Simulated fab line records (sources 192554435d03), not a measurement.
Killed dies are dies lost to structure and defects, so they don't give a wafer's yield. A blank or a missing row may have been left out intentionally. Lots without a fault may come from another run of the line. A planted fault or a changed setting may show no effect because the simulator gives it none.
Chamber matching :: flow n5_finfet :: N5_MOL_CONTACT_COAG_CO_FILL_22 on cvd_co-02: 3 sister chambers
The step material Co, precursor CCTBA/H2, target thk 20 nm. 3 wafers are shown with their chamber, then 11 later ones without.

## WAFERS WITH THEIR CHAMBER
wafer: L085.4
chamber: 2
heater_power_w (W): 257

wafer: L087.6
chamber: 1
heater_power_w (W): 189

wafer: L090.2
chamber: 0
heater_power_w (W): 230

## WAFERS WITH NO CHAMBER GIVEN
wafer: L090.3
heater_power_w (W): 232

wafer: L090.4
heater_power_w (W): 191

wafer: L091.1
heater_power_w (W): 251

wafer: L091.5
heater_power_w (W): 230

wafer: L091.6
heater_power_w (W): 193

wafer: L094.1
heater_power_w (W): 195

wafer: L094.2
heater_power_w (W): 265

wafer: L094.5
heater_power_w (W): 232

wafer: L097.2
heater_power_w (W): 267

wafer: L097.3
heater_power_w (W): 233

wafer: L097.4
heater_power_w (W): 190

## WHICH CHAMBER EACH WENT THROUGH
wafer: L090.3
from the rows above: 0
in truth: 0

wafer: L090.4
from the rows above: 1
in truth: 1

wafer: L091.1
from the rows above: 2
in truth: 2

wafer: L091.5
from the rows above: 0
in truth: 0

wafer: L091.6
from the rows above: 1
in truth: 1

wafer: L094.1
from the rows above: 1
in truth: 1

wafer: L094.2
from the rows above: 2
in truth: 2

wafer: L094.5
from the rows above: 0
in truth: 0

wafer: L097.2
from the rows above: 2
in truth: 2

wafer: L097.3
from the rows above: 0
in truth: 0

wafer: L097.4
from the rows above: 1
in truth: 1
Correctly placed: 11 of 11. Not placeable from these rows: 0. Placed wrongly: 0.
How it was worked out, from the rows above alone: a wafer's distance from a chamber is the root of the sum, over the readings, of the square of ((its reading less the chamber's mean) divided by the reading's scatter). The wafer belongs to the nearest chamber; if the next one is less than 2 further off, it can't be placed. The mean given for a chamber averages the wafers shown for that chamber. The scatter: root of mean squared gap, hidden wafer to nearest shown wafer, with one shown wafer a chamber.
